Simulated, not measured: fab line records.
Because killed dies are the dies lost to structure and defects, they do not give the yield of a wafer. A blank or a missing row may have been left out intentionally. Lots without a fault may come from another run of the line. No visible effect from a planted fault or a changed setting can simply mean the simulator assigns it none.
fab line records | flow n5Finfet
record lots=8 wafers=24 lastDay=18
route steps=1938 shown FIN_CUT@166 STI_FIN_REVEAL@188 BEOL_M4@1111 PASSIVATION@1936
lots that met no fault: taken from a fault-free run of the same line
startH: start of the lot's first displayed wafer, in hours after the record's first day | waitH: how many hours have passed since the lot's step before this one | " same as the row above | L1.1+2: one row covering several wafers at once | - no value, or no start was given | * or withheld: withheld | < > ~ a bound
route shown NAME@n: NAME is a module with steps in the file, n the number in the route of the first one | usual: mean/standard deviation taken from wafers without a fault | same: alike in all rows | chamber/n: place in a boat | sites: per-site readings | _std_site: their standard deviation | _edge_site: the outer-site mean with the inner-site mean subtracted | radiusMm: how far each site lies from the wafer's centre | mask NAME#n: copy n | behind: the last tool/chamber to shape the wafer | hold: what put the lot on hold/how long, in hours/how the hold closed | device: names the non-switching transistor (n, p or np) | end of line: at the end of the route, the tests of the same wafers | where a step has no rows: the recipe by itself | killed: dies lost to structure and defects at the first sort, not the wafer's yield | map: a wafer's dies, x killed, . not, _ none there
set.NAME: the setting as run; set.NAME@STEP: as run at that earlier step | model.NAME: the simulator's own value behind a step, which no gauge read
a sample of lots followed through the steps of the route, with each step as a table and each wafer as a row
services: when a tool's chamber went out of use (startH, in hours from the record's first day, below 0 if earlier), for how many hours, and the reason
## steps
# step N5_FIN_CUT_DESCUM_13
# recipe chemistry=O2 timeS=7 sourcePowerW=50 biasPowerW=20 pressureMtorr=20 rfFrequencyHz=2.712e+07 tempC=40 resist=CAR-EUV o2FlowSccm=225
# usual drypumpMotorCurrentA=5.7/0.5 oesProductAu=0.76/0.072 rfVppV=243.3/1.2 showerheadPlenumPTorr=2.10/0.065 throttleValvePct=20.5/0.32
# same timeS=7
# columns lot.wafer tool chamber startH waitH drypumpMotorCurrentA oesProductAu rfHoursCounterH rfVppV showerheadPlenumPTorr throttleValvePct
L650.2 rieDiel-04 2 80.88 0.0 6.1 0.72 195 245.1 2.17 20.8
L650.4 " 1 " " 6.5 0.81 80 244.1 2.14 20.2
L650.5 " 2 " " 6.1 0.70 - 245.2 2.17 20.9
L653.1 rieDiel-04 2 108.43 0.0 6.1 0.71 201 243.7 2.17 20.9
L653.2 " 3 " " 5.3 0.73 186 244.2 2.17 20.3
L653.5 " 2 " " 6.1 0.71 - 244.8 2.17 20.9
L657.1 rieDiel-02 3 125.24 0.0 5.1 0.79 117 242.2 2.00 20.8
L657.5 " 0 " " 5.9 0.77 - 242.7 2.07 20.6
L657.6 " 1 " " 5.9 0.87 - 242.8 2.04 20.2
L658.2 rieDiel-02 3 128.79 0.0 5.0 0.79 118 242.5 2.00 20.8
L658.4 " 0 " " 5.9 0.77 159 244.5 2.07 20.6
L658.6 " 2 " " 5.7 0.68 - 242.5 2.05 20.0
L659.2 rieDiel-04 2 136.34 0.0 6.1 0.70 210 243.4 2.17 20.9
L659.5 " 0 " " 5.6 0.71 - 240.2 2.08 21.0
L659.6 " 3 " " 5.3 0.72 - 244.1 2.17 20.3
L660.3 rieDiel-06 3 142.06 0.1 5.3 0.75 150 241.6 1.98 20.5
L660.4 " 0 " " 5.3 0.87 - 242.9 2.06 20.7
L660.5 " 3 " " 5.3 0.74 - 241.8 1.98 20.5
L663.1 rieDiel-02 0 161.78 0.1 5.9 0.76 168 244.1 2.06 20.7
L663.2 " 2 " " 5.7 0.66 220 243.5 2.04 20.0
L663.3 " 1 " " 5.9 0.85 63 242.4 2.04 20.2
L664.1 rieDiel-06 1 168.10 0.2 5.1 0.99 3 245.5 2.24 20.2
L664.4 " 3 " " 5.3 0.74 - 242.3 1.98 20.6
L664.5 " 1 " " 5.1 0.98 - 242.9 2.24 20.2
# step N5_FIN_CUT_STRIP_22
# recipe chemistry=N2/H2 powerW=500 tempC=40 pressureMtorr=50 rfFrequencyHz=6e+07 overashFraction=0.3 biasPowerW=8 h2Frac=0.5 n2FlowSccm=300 h2FlowSccm=300
# usual drypumpMotorCurrentA=5.5/0.45 oesProductAu=0.77/0.081 rfVppV=54.2/2.4 showerheadPlenumPTorr=3.32/0.098 throttleValvePct=19.1/0.42
# same overashFraction=0.3
# columns lot.wafer tool chamber startH waitH drypumpMotorCurrentA oesProductAu rfHoursCounterH rfVppV showerheadPlenumPTorr throttleValvePct
L650.2 rieDiel-02 1 81.63 0.0 5.9 0.89 41 53.0 3.27 18.3
L650.4 " 0 " " 6.0 0.80 147 55.5 3.33 19.1
L650.5 " 3 " " 5.1 0.80 - 56.1 3.23 19.0
L653.1 rieDiel-02 2 109.91 0.0 5.8 0.68 205 50.8 3.35 18.6
L653.2 " 3 " " 5.0 0.79 113 52.8 3.23 19.0
L653.5 " 0 " " 6.0 0.79 - 53.7 3.33 19.1
L657.1 rieDiel-02 0 126.04 0.1 5.9 0.78 159 50.8 3.32 19.2
L657.5 " 1 " " 5.9 0.85 - 58.1 3.26 18.3
L657.6 " 0 " " 6.0 0.76 - 52.1 3.32 19.1
L658.2 rieDiel-06 1 129.54 0.0 5.2 0.67 245 56.7 3.19 19.2
L658.4 " 0 " " 5.3 0.86 - 55.0 3.29 19.2
L658.6 " 3 " " 5.3 0.77 - 53.4 3.23 19.7
L659.2 rieDiel-06 2 137.10 0.0 4.8 0.68 240 57.0 3.45 19.2
L659.5 " 0 " " 5.4 0.89 - 55.9 3.29 19.2
L659.6 " 1 " " 5.2 0.70 - 57.5 3.19 19.2
L660.3 rieDiel-06 2 142.85 0.1 4.8 0.66 242 57.8 3.45 19.2
L660.4 " 3 " " 5.3 0.73 - 51.2 3.23 19.6
L660.5 " 2 " " 4.8 0.67 - 53.0 3.45 19.2
L663.1 rieDiel-02 3 162.93 0.1 5.0 0.77 128 52.9 3.22 19.1
L663.2 " 1 " " 6.0 0.83 63 53.7 3.26 18.4
L663.3 " 0 " " 5.9 0.76 169 53.5 3.32 19.1
L664.1 rieDiel-04 0 169.06 0.2 5.6 0.70 245 53.8 3.31 19.6
L664.4 " 2 " " 6.2 0.69 219 52.9 3.49 19.7
L664.5 " 2 " " 6.2 0.69 - 56.8 3.49 19.8
# step N5_STI_FIN_REVEAL_THK_MEAS_05
# usual thkNm=131.5/1.6
# columns lot.wafer tool chamber startH waitH thkNm
L650.2 filmMetro-02 - 87.28 - 129.1
L650.4 " - " " 132.8
L650.5 " - " " 129.7
L653.1 filmMetro-01 - 115.49 - 131.1
L653.2 " - " " 130.0
L653.5 " - " " 130.9
L657.1 filmMetro-01 - 131.64 - 134.0
L657.5 " - " " 133.3
L657.6 " - " " 133.5
L658.2 filmMetro-02 - 135.14 - 133.8
L658.4 " - " " 130.7
L658.6 " - " " 131.0
L659.2 filmMetro-01 - 142.76 - 131.0
L659.5 " - " " 131.0
L659.6 " - " " 132.7
L660.3 filmMetro-02 - 149.18 - 133.2
L660.4 " - " " 132.7
L660.5 " - " " 132.8
L663.1 filmMetro-02 - 169.02 - 131.4
L663.2 " - " " 133.8
L663.3 " - " " 131.9
L664.1 filmMetro-02 - 174.94 - 134.8
L664.4 " - " " 130.7
L664.5 " - " " 135.1
# step N5_STI_FIN_REVEAL_OXIDATION_33
# recipe chemistry=O2_PLASMA_REMOTE tempC=150 timeS=20 pressureMtorr=1000 sourcePowerW=2000 o2FlowSccm=3000
# usual chamberPressureMTorr=1000.1/0.83 drypumpMotorCurrentA=5.5/0.5 heaterPowerW=140/12 tempCMax=150.7/0.31 timeS=20/0
# columns lot.wafer tool chamber startH waitH chamberPressureMTorr drypumpMotorCurrentA heaterPowerW rfHoursCounterH tempCMax timeS
L650.2 plasmaAsher-01 1 90.43 0.0 1000.3 4.9 156 99 151.0 20
L650.4 " 0 " " 1000.7 6.1 123 - 150.3 20
L650.5 " 0 " " 999.9 6.1 122 - 150.3 20
L653.1 plasmaAsher-02 1 118.48 0.0 1000.5 5.6 147 41 150.3 20
L653.2 " 0 " " 1000.5 5.5 138 41 150.9 20
L653.5 " 0 " " 999.7 5.4 142 - 150.8 20
L657.1 plasmaAsher-01 1 134.71 0.0 - - - - - -
L657.5 " 1 " " - - - - - -
L657.6 " 0 " " - - - - - -
L658.2 plasmaAsher-02 1 138.22 0.0 - - - - - -
L658.4 " 0 " " - - - - - -
L658.6 " 0 " " - - - - - -
L659.2 plasmaAsher-01 0 146.30 0.0 - - - - - -
L659.5 " 0 " " - - - - - -
L659.6 " 1 " " - - - - - -
L660.3 plasmaAsher-01 0 152.47 0.0 1000.5 6.2 125 - 150.6 20
L660.4 " 1 " " 999.6 4.9 155 - 150.9 20
L660.5 " 1 " " 1000.3 4.9 157 - 151.6 20
L663.1 plasmaAsher-01 1 172.06 0.1 998.9 4.9 154 114 151.0 20
L663.2 " 0 " " 999.2 6.2 123 114 150.5 20
L663.3 " 1 " " 998.9 4.9 152 - 151.2 20
L664.1 plasmaAsher-01 1 178.00 0.0 1000.6 4.9 152 116 151.1 20
L664.4 " 0 " " 1000.1 6.2 123 - 150.2 20
L664.5 " 0 " " 1000.7 6.2 126 - 150.3 20
# step N5_STI_FIN_REVEAL_CD_MEAS_22
# recipe targetCdNm=6.238 pitchNm=28 polarity=line
# usual cdNm=6.28/0.28
# columns lot.wafer tool chamber startH waitH cdNm
L650.2 cdSem-01 - 90.60 0.0 6.24
L650.4 " - " " 5.84
L650.5 " - " " 6.45
L653.1 cdSem-02 - 118.65 0.0 6.36
L653.2 " - " " 6.10
L653.5 " - " " 6.39
L657.1 cdSem-02 - 134.87 0.0 7.52
L657.5 " - " " 7.60
L657.6 " - " " 7.89
L658.2 cdSem-01 - 138.39 0.0 6.93
L658.4 " - " " 7.13
L658.6 " - " " 7.10
L659.2 cdSem-01 - 146.46 0.0 7.11
L659.5 " - " " 7.31
L659.6 " - " " 7.16
L660.3 cdSem-01 - 152.62 0.0 6.61
L660.4 " - " " 6.43
L660.5 " - " " 6.39
L663.1 cdSem-01 - 172.23 0.0 6.25
L663.2 " - " " 6.48
L663.3 " - " " 6.23
L664.1 cdSem-01 - 178.16 0.0 6.67
L664.4 " - " " 6.40
L664.5 " - " " 6.24
# step N5_BEOL_M4_RC_MEAS_101
# usual DIBL_N=35.4/2.1 DIBL_P=34.8/2.6 IOFF_N=0.15/0.037 IOFF_N_85C=3.0/0.61 IOFF_N_LIN=0.070/0.014 IOFF_N_LONG=5.62e-05/2.6e-06 IOFF_P=0.19/0.037 IOFF_P_85C=3.3/0.55 IOFF_P_LIN=0.093/0.014 ION_N=677/16 ION_P=462/9.3 REXT_N=75.4/1.6 REXT_P=102.4/2.7 SS_N=71.4/0.75 SS_P=72.9/0.77 VT_N=250/3.7 VT_N_LONG=274.8/1.9 VT_N_LVT=99/3.8 VT_P=-251/3.5 VT_P_LVT=-100/3.2
# columns lot.wafer tool chamber startH waitH DIBL_N[mV/V] DIBL_P[mV/V] IOFF_N[nA/um] IOFF_N_85C[nA/um] IOFF_N_LIN[nA/um] IOFF_N_LONG[nA/um] IOFF_P[nA/um] IOFF_P_85C[nA/um] IOFF_P_LIN[nA/um] ION_N[uA/um] ION_P[uA/um] REXT_N[ohm.um] REXT_P[ohm.um] SS_N[mV/dec] SS_P[mV/dec] VT_N[mV] VT_N_LONG[mV] VT_N_LVT[mV] VT_P[mV] VT_P_LVT[mV]
L650.2 prober-01 0 230.56 0.2 34.5 34.6 0.13 2.7 0.066 5.47e-05 0.17 3.1 0.087 684 464 77.3 103.5 71.4 72.2 252 275.8 100 -252 -101
L650.4 " 0 " " 36.8 37.8 0.15 2.9 0.070 5.14e-05 0.20 3.4 0.094 669 453 80.0 104.8 71.6 73.7 251 276.5 103 -255 -102
L650.5 " 0 " " 36.8 36.9 0.16 3.1 0.073 5.35e-05 0.19 3.3 0.089 668 457 78.2 105.6 71.8 73.4 249 276.2 100 -253 -103
L653.1 prober-02 0 258.33 0.0 33.6 33.6 0.15 3.0 0.075 6.34e-05 0.20 3.4 0.100 688 480 74.9 99.9 70.6 72.4 246 271.2 95 -248 -97
L653.2 " 0 " " 35.7 36.7 0.18 3.4 0.084 5.98e-05 0.24 4.0 0.112 682 469 77.9 101.5 71.7 72.5 248 271.7 95 -248 -97
L653.5 " 0 " " 34.1 34.6 0.16 3.1 0.078 6.29e-05 0.22 3.6 0.105 700 479 74.2 99.1 71.4 72.1 246 270.6 93 -250 -95
L658.2 prober-01 0 269.96 0.2 39.8 41.2 0.29 5.1 0.142 7.46e-05 0.30 4.9 0.154 713 474 71.2 97.3 71.2 74.1 237 263.8 86 -245 -95
L658.4 " 0 " " 38.9 41.0 0.28 5.0 0.144 7.66e-05 0.31 5.1 0.163 735 499 71.0 96.2 71.9 75.3 238 263.4 87 -243 -93
L658.6 " 0 " " 40.1 42.5 0.32 5.6 0.153 7.69e-05 0.34 5.4 0.172 719 482 71.9 95.4 72.4 75.0 235 262.8 85 -242 -92
L657.1 prober-01 0 278.83 0.0 44.2 46.2 0.44 7.2 0.187 7.36e-05 0.45 7.1 0.221 731 494 68.7 91.5 73.3 76.1 233 266.6 86 -237 -89
L657.5 " 0 " " 42.2 45.4 0.34 5.9 0.163 7.16e-05 0.42 6.6 0.208 714 490 70.6 89.7 72.6 74.7 238 264.1 88 -240 -92
L657.6 " 0 " " 45.1 46.5 0.55 8.8 0.209 7.35e-05 0.49 7.6 0.235 720 486 69.6 89.7 73.9 76.0 233 268.3 83 -238 -88
L659.2 prober-01 0 283.74 0.2 39.9 41.4 0.28 5.0 0.140 7.19e-05 0.30 4.8 0.157 721 477 70.8 96.7 71.6 74.6 240 265.1 88 -244 -95
L659.5 " 0 " " 43.3 46.0 0.42 6.9 0.189 7.1e-05 0.41 6.2 0.193 746 496 70.1 98.4 73.1 75.2 235 264.1 83 -241 -92
L659.6 " 0 " " 41.5 45.0 0.35 6.0 0.167 7.1e-05 0.40 6.1 0.195 721 489 70.8 96.7 71.5 75.6 235 263.9 84 -242 -90
L660.3 prober-01 0 286.65 0.3 36.2 36.9 0.18 3.4 0.083 6e-05 0.22 3.8 0.103 694 472 71.6 101.6 72.3 72.9 247 271.7 98 -249 -98
L660.4 " 0 " " 37.5 38.8 0.21 3.8 0.092 5.89e-05 0.25 4.2 0.114 697 472 72.9 101.5 72.2 73.3 246 274.1 94 -249 -96
L660.5 " 0 " " 37.8 38.8 0.20 3.7 0.087 5.92e-05 0.24 4.1 0.112 696 471 72.5 103.3 72.2 73.0 245 275.6 97 -245 -98
L664.1 prober-02 0 326.03 0.0 38.0 40.0 0.22 4.2 0.101 5.62e-05 0.26 4.4 0.118 710 477 75.4 101.8 72.6 73.7 242 271.5 92 -247 -97
L664.4 " 0 " " 36.1 37.1 0.18 3.6 0.085 5.77e-05 0.23 3.9 0.109 701 476 75.4 99.1 71.7 73.3 247 275.1 95 -250 -98
L664.5 " 0 " " 36.0 36.9 0.17 3.4 0.080 5.8e-05 0.21 3.6 0.103 689 467 75.5 100.5 71.4 73.6 246 274.3 96 -250 -100
L663.1 prober-01 0 327.31 0.0 35.5 35.0 0.15 3.0 0.070 5.6e-05 0.23 3.9 0.114 676 468 74.5 100.4 71.7 73.1 254 277.1 101 -243 -96
L663.2 " 0 " " 32.7 31.9 0.11 2.3 0.057 5.71e-05 0.18 3.2 0.099 672 472 73.8 100.5 70.3 71.7 254 275.6 104 -247 -99
L663.3 " 0 " " 35.4 36.6 0.16 3.1 0.078 5.47e-05 0.25 4.1 0.120 688 474 76.7 104.1 71.5 72.9 249 276.4 99 -244 -97
# step N5_PASSIVATION_PROBE_49
# usual defectLimitedYield=90.5/1.7 killed_at_M0_to_M3=37/12 killed_at_M4_up=14/5.2 killedAtContacts=12/5.9 killedAtFrontEnd=45/14 killedAtOther=3.5/2.8 killedDies=112/21 killedOpen=73/15 killedShort=36/8.9 sort_bin_4_leakage=0.00/0.007 sort_bin_5_function=5.6/1.2 sort_bin_6_memory=3.5/0.68 sort_bin_8_speed=0.01/0.1 sortNPass=1068/21 sortYieldPct=90.5/1.8
# same grossDies=1180 killedAtBackSide=0
# columns lot.wafer tool chamber startH waitH defectLimitedYield[%] killed_at_M0_to_M3 killed_at_M4_up killedAtContacts killedAtFrontEnd killedAtOther killedDies killedOpen killedShort sort_bin_4_leakage[%] sort_bin_5_function[%] sort_bin_6_memory[%] sort_bin_8_speed[%] sortNPass sortYieldPct[%]
L650.2 prober-01 - 342.66 0.1 91.9 25 12 11 42 5 95 53 32 0 4.2 2.8 0 1085 91.9
L650.4 prober-01 - 342.76 0.2 93.0 23 10 3 46 1 83 55 26 0 4.4 2.5 0 1097 93.0
L650.5 prober-01 - 342.81 0.2 93.0 27 9 8 38 1 83 50 30 0 4.3 2.4 0 1097 93.0
L653.1 prober-02 - 371.75 0.0 92.4 20 18 14 34 4 90 59 31 0 4.2 3.3 0 1090 92.4
L653.2 prober-02 - 371.80 0.1 93.1 30 6 6 37 2 81 50 29 0 4.2 2.4 0 1099 93.1
L653.5 prober-02 - 371.95 0.2 91.9 42 11 13 28 2 96 59 31 0 5.2 2.8 0 1084 91.9
L658.2 prober-01 - 379.66 0.4 89.2 27 27 18 53 2 127 83 41 0.17 6.8 3.8 0 1051 89.1
L658.4 prober-01 - 379.76 0.5 89.6 28 17 17 59 2 123 74 44 0.34 6.1 3.7 0 1053 89.2
L658.6 prober-01 - 379.86 0.6 89.1 63 8 17 40 1 129 82 45 1.10 7.0 3.4 0 1038 88.0
L657.1 prober-01 - 379.91 0.6 90.7 46 11 8 39 6 110 77 30 27.88 5.5 3.3 0 741 62.8
L657.5 prober-01 - 380.11 0.8 92.9 28 7 16 28 5 84 56 23 3.31 4.7 2.0 0 1057 89.6
L657.6 prober-01 - 380.16 0.8 90.7 42 9 7 44 8 110 75 32 71.53 5.0 4.1 0 226 19.2
L659.2 prober-01 - 391.50 0.1 85.4 60 12 18 77 5 172 114 54 0.08 10.0 4.2 0 1007 85.3
L659.5 prober-01 - 391.65 0.2 87.5 52 9 18 65 4 148 97 49 21.86 7.8 4.2 0 774 65.6
L659.6 prober-01 - 391.70 0.3 89.6 38 12 12 57 4 123 78 39 4.92 6.2 3.9 0 999 84.7
# killed by level:class
L650.2 MOL_CONTACT_COAG:geometricParticle:open=10 HKMG_FIN:areaEtch=9 FIN_SAQP:geometricParticle:short=6 GATE_CUT:geometricParticle:short=6 FIN_SAQP:geometricParticle:open=5 BEOL_M0_SAQP:geometricParticle:open=5 BEOL_M4:geometricParticle:open=5 BEOL_M1:geometricParticle:open=5
L650.4 FIN_SAQP:geometricParticle:open=16 FIN_SAQP:geometricParticle:short=8 STI_FIN_REVEAL:geometricParticle:open=5 GATE_CUT:geometricParticle:short=5 BEOL_M0_SAQP:geometricParticle:open=5 BEOL_M4:geometricParticle:open=5 BEOL_M2:geometricParticle:open=4 DUMMY_GATE:geometricParticle:open=3
L650.5 STI_FIN_REVEAL:geometricParticle:open=7 GATE_CUT:geometricParticle:short=6 BEOL_M2:geometricParticle:open=6 BEOL_M3:geometricParticle:open=6 FIN_SAQP:geometricParticle:short=5 MOL_CONTACT_COAG:geometricParticle:short=5 BEOL_M0:geometricParticle:open=5 FIN_SAQP:geometricParticle:open=4
L653.1 STI_FIN_REVEAL:geometricParticle:open=9 MOL_CONTACT_COAG:geometricParticle:open=8 BEOL_M3:geometricParticle:open=8 FIN_SAQP:geometricParticle:open=7 GATE_CUT:geometricParticle:short=7 MOL_CONTACT_COAG:geometricParticle:short=6 FIN_SAQP:geometricParticle:short=4 BEOL_M1:geometricParticle:open=4
L653.2 STI_FIN_REVEAL:geometricParticle:open=11 BEOL_M3:geometricParticle:open=8 BEOL_M2:geometricParticle:open=6 FIN_SAQP:geometricParticle:short=5 MOL_CONTACT_COAG:geometricParticle:open=5 BEOL_M0_SAQP:geometricParticle:short=5 BEOL_M3:geometricParticle:short=5 DUMMY_GATE:geometricParticle:open=4
L653.5 MOL_CONTACT_COAG:geometricParticle:open=10 BEOL_M1:geometricParticle:open=8 FIN_SAQP:geometricParticle:short=7 BEOL_M3:geometricParticle:open=7 BEOL_M2:geometricParticle:open=7 BEOL_M0_SAQP:geometricParticle:open=6 BEOL_M0_SAQP:geometricParticle:short=4 STI_FIN_REVEAL:geometricParticle:open=3
L658.2 STI_FIN_REVEAL:geometricParticle:open=16 MOL_CONTACT_COAG:geometricParticle:open=13 BEOL_M4:geometricParticle:open=13 DUMMY_GATE:geometricParticle:open=9 FIN_SAQP:geometricParticle:short=8 MOL_CONTACT_COAG:geometricParticle:short=5 BEOL_M1:geometricParticle:open=5 BEOL_M5:geometricParticle:open=5
L658.4 FIN_SAQP:geometricParticle:open=12 MOL_CONTACT_COAG:geometricParticle:open=12 BEOL_M4:geometricParticle:open=7 FIN_SAQP:geometricParticle:short=6 BEOL_M0_SAQP:geometricParticle:short=6 STI_FIN_REVEAL:geometricParticle:open=5 MOL_CONTACT_COAG:geometricParticle:short=5 BEOL_M4:geometricParticle:short=5
L658.6 BEOL_M0_SAQP:geometricParticle:open=27 BEOL_M0_SAQP:geometricParticle:short=17 MOL_CONTACT_COAG:geometricParticle:open=13 FIN_SAQP:geometricParticle:short=12 FIN_SAQP:geometricParticle:open=10 BEOL_M1:geometricParticle:open=5 STARTING-WAFER:geometricParticle:open=5 STI_FIN_REVEAL:geometricParticle:open=4
L657.1 STI_FIN_REVEAL:geometricParticle:open=12 BEOL_M1:geometricParticle:open=10 FIN_SAQP:geometricParticle:open=8 BEOL_M0_SAQP:geometricParticle:short=7 BEOL_M0_SAQP:geometricParticle:open=7 BEOL_M2:geometricParticle:open=7 MOL_CONTACT_COAG:geometricParticle:open=6 BEOL_M3:geometricParticle:open=6
L657.5 MOL_CONTACT_COAG:geometricParticle:open=10 BEOL_M3:geometricParticle:open=10 STI_FIN_REVEAL:geometricParticle:open=7 STARTING-WAFER:geometricParticle:short=6 BEOL_M2:geometricParticle:open=5 MOL_CONTACT_COAG:geometricParticle:short=4 BEOL_M1:geometricParticle:open=4 FIN_SAQP:geometricParticle:open=3
L657.6 FIN_SAQP:geometricParticle:open=9 BEOL_M0_SAQP:geometricParticle:open=9 BEOL_M0_SAQP:geometricParticle:short=7 FIN_SAQP:geometricParticle:short=6 STI_FIN_REVEAL:geometricParticle:open=6 MOL_CONTACT_COAG:geometricParticle:open=6 BEOL_M1:geometricParticle:open=6 BEOL_M2:geometricParticle:open=6
L659.2 STI_FIN_REVEAL:geometricParticle:open=40 BEOL_M3:geometricParticle:open=15 BEOL_M0_SAQP:geometricParticle:short=14 MOL_CONTACT_COAG:geometricParticle:open=13 BEOL_M0_SAQP:geometricParticle:open=11 FIN_SAQP:geometricParticle:short=9 STI_FIN_REVEAL:geometricParticle:short=6 GATE_CUT:geometricParticle:short=6
L659.5 STI_FIN_REVEAL:geometricParticle:open=28 BEOL_M0_SAQP:geometricParticle:short=17 MOL_CONTACT_COAG:geometricParticle:open=15 BEOL_M0_SAQP:geometricParticle:open=13 FIN_SAQP:geometricParticle:open=7 BEOL_M1:geometricParticle:open=7 FIN_SAQP:geometricParticle:short=6 STI_FIN_REVEAL:geometricParticle:short=6
L659.6 STI_FIN_REVEAL:geometricParticle:open=17 FIN_SAQP:geometricParticle:short=13 FIN_SAQP:geometricParticle:open=10 MOL_CONTACT_COAG:geometricParticle:open=9 BEOL_M0_SAQP:geometricParticle:short=9 BEOL_M0_SAQP:geometricParticle:open=9 BEOL_M2:geometricParticle:open=7 BEOL_M3:geometricParticle:open=7
## services
# columns tool chamber startH hours kind
plasmaAsher-02 - 84.93 11.0 repair
rieDiel-02 3 87.44 2.6 repair
rieDiel-04 2 109.23 1.6 repair
rieDiel-06 2 112.41 19.7 repair
rieDiel-04 0 138.95 5.4 repair
rieDiel-06 1 140.33 - clean
rieDiel-06 1 140.33 - consumableReplace:focusRing
rieDiel-06 1 140.33 - consumableReplace:showerhead
rieDiel-06 1 140.33 18.2 scheduledDown
rieDiel-06 1 140.33 18.2 ventCycle
rieDiel-06 2 165.75 - clean
rieDiel-06 2 165.75 - consumableReplace:focusRing
rieDiel-06 2 165.75 18.1 scheduledDown
rieDiel-06 2 165.75 18.1 ventCycle
rieDiel-02 1 177.11 5.9 repair
## key
firstSign step=N5_STI_FIN_REVEAL_OXIDATION_33 reading=toolRecord direction=missing
effect step=N5_STI_FIN_REVEAL_CD_MEAS_22 reading=cdNm direction=up sigmas=3.6 usual=6.28 struck=7.31
effect step=N5_BEOL_M4_RC_MEAS_101 reading=IOFF_N_LIN direction=up sigmas=7 usual=0.070 struck=0.166
effect step=N5_BEOL_M4_RC_MEAS_101 reading=IOFF_P_LIN direction=up sigmas=6.8 usual=0.093 struck=0.189
effect step=N5_BEOL_M4_RC_MEAS_101 reading=IOFF_N_LONG direction=up sigmas=6.5 usual=5.62e-05 struck=7.34e-05
effect step=N5_BEOL_M4_RC_MEAS_101 reading=IOFF_N direction=up sigmas=5.8 usual=0.15 struck=0.36
effect step=N5_BEOL_M4_RC_MEAS_101 reading=IOFF_N_85C direction=up sigmas=5.3 usual=3.0 struck=6.1
effect step=N5_BEOL_M4_RC_MEAS_101 reading=VT_N_LONG direction=down sigmas=5.2 usual=274.8 struck=264.7
effect step=N5_BEOL_M4_RC_MEAS_101 reading=IOFF_P direction=up sigmas=5.2 usual=0.19 struck=0.38
effect step=N5_BEOL_M4_RC_MEAS_101 reading=IOFF_P_85C direction=up sigmas=4.8 usual=3.3 struck=6.0
effect step=N5_BEOL_M4_RC_MEAS_101 reading=VT_N direction=down sigmas=3.8 usual=250 struck=236
effect step=N5_BEOL_M4_RC_MEAS_101 reading=VT_N_LVT direction=down sigmas=3.6 usual=99 struck=86
effect step=N5_BEOL_M4_RC_MEAS_101 reading=DIBL_P direction=up sigmas=3.5 usual=34.8 struck=43.9
effect step=N5_BEOL_M4_RC_MEAS_101 reading=ION_N direction=up sigmas=3 usual=677 struck=724
effect step=N5_PASSIVATION_PROBE_49 reading=sort_bin_4_leakage direction=up sigmas=99+ usual=0.00 struck=14.58 wafersMoved=8
metAt N5_STI_FIN_REVEAL_OXIDATION_33
struckLots L657,L658,L659
notActingAt N5_FIN_CUT_DESCUM_13,N5_FIN_CUT_STRIP_22,N5_STI_FIN_REVEAL_THK_MEAS_05
onsetBetween 118.48 134.71
fault kind=skippedStepWhole tool=plasmaAsher-01,plasmaAsher-02 chamber=- onsetH=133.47 steps=N5_STI_FIN_REVEAL_OXIDATION_33 scope=struckLotsOnly
